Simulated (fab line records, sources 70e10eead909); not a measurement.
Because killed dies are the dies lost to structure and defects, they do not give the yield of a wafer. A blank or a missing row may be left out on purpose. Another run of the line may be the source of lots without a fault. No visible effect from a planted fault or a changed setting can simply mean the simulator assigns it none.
Chamber matching -- flow nand-harc -- NHARC_A_STAIRCASE_DESCUM_219 on rie-diel-07 has 4 sister chambers
The step chemistry O2, time 3 s. 4 wafers are shown with their chamber, then 7 later ones without.

WAFERS PAIRED WITH THEIR CHAMBERS
wafer,chamber,showerhead-plenum-p-Torr (Torr)
L528.5,0,1.80
L533.1,1,1.96
L539.2,3,1.97
L539.3,2,1.80

WAFERS WITHOUT THEIR CHAMBER
wafer,showerhead-plenum-p-Torr (Torr)
L539.6,1.95
L544.1,1.79
L544.5,1.94
L544.6,1.79
L548.2,1.79
L548.4,1.94
L548.6,1.96

THE CHAMBER EACH PASSED THROUGH
wafer,from the rows above,in truth
L539.6,can't be placed: 1 or 3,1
L544.1,can't be placed: 0 or 2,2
L544.5,can't be placed: 1 or 3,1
L544.6,can't be placed: 0 or 2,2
L548.2,can't be placed: 0 or 2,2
L548.4,can't be placed: 1 or 3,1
L548.6,can't be placed: 1 or 3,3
Correctly placed: 0 of 7. Cannot be placed on the basis of these rows: 7; the candidates contain the true chamber in 7. Placed wrongly: 0.
How it was worked out, from the rows above alone: a wafer's distance from a chamber is the root of the sum, over the readings, of the square of ((its reading less the chamber's mean) divided by the reading's scatter). The wafer belongs to the nearest chamber; if the next one is less than 2 further off, it can't be placed. The mean given for a chamber averages the wafers shown for that chamber. The scatter: with one shown wafer a chamber, the root of the mean of the squares of how far each hidden wafer lies from its nearest shown one.
